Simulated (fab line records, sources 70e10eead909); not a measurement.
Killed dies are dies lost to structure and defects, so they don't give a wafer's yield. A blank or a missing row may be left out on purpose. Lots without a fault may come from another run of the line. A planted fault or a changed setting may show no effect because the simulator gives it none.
Chamber matching | flow nand_harc | NHARC_P_GATE_ALD_36 on ald_sin-04: 4 sister chambers
The step deposits SiNx, target thk 20 nm, pulse time 60 s, ald cycles 223. 16 wafers are shown with their chamber, then 8 later ones without.

WAFERS WITH THEIR CHAMBER
wafer  | chamber | heater_power_w (W) | precursor_pulse_height_rel
L075.1 | 2       | 946                | 0.999
L075.2 | 3       | 818                | 0.992
L075.6 | 2       | 955                | 1.003
L077.2 | 0       | 869                | 1.009
L077.1 | 1       | 883                | 0.979
L077.6 | 0       | 878                | 0.966
L080.1 | 0       | 846                | 0.992
L080.2 | 1       | 884                | 1.039
L080.3 | 3       | 829                | 1.008
L083.3 | 2       | 977                | 1.007
L083.4 | 3       | 818                | 1.009
L083.6 | 2       | 927                | 0.985
L087.4 | 2       | 930                | 0.984
L087.1 | 3       | 827                | 0.990
L087.6 | 1       | 909                | 0.981
L089.2 | 2       | 953                | 0.984

SIGNATURES (means of the wafers above)
reading                    | chamber 0 | chamber 1 | chamber 2 | chamber 3 | scatter within a chamber
heater_power_w             | 864.33    | 892.00    | 948.00    | 823.00    | 15.2
precursor_pulse_height_rel | 0.98900   | 0.99967   | 0.99367   | 0.99975   | 0.0185
Rule: a wafer's distance from a chamber is the root of the sum, over the readings, of the square of ((its reading less the chamber's mean) divided by the reading's scatter). The wafer belongs to the nearest chamber; if the next one is less than 2 further off, it can't be placed. The scatter: the root of (the sum of the squares of (reading less its chamber's mean) over the shown wafers, divided by (wafers less chambers)).

WAFERS WITHOUT THEIR CHAMBER
wafer  | heater_power_w (W) | precursor_pulse_height_rel
L089.5 | 872                | 0.991
L089.6 | 941                | 1.016
L092.4 | 913                | 1.023
L092.1 | 847                | 1.007
L092.5 | 911                | 0.976
L095.1 | 910                | 0.983
L095.4 | 856                | 1.021
L095.2 | 873                | 1.008

WHICH CHAMBER EACH WENT THROUGH
wafer  | from the rows above          | in truth
L089.5 | can't be placed: 0 or 1      | 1
L089.6 | 2                            | 2
L092.4 | can't be placed: 1 or 2 or 0 | 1
L092.1 | can't be placed: 0 or 3 or 1 | 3
L092.5 | can't be placed: 1 or 2 or 0 | 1
L095.1 | can't be placed: 1 or 2 or 0 | 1
L095.4 | can't be placed: 0 or 3 or 1 | 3
L095.2 | can't be placed: 0 or 1      | 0
Placed correctly: 1 of 8. Can't be placed from these rows: 7 (the true chamber is among the candidates in 7). Placed wrongly: 0.
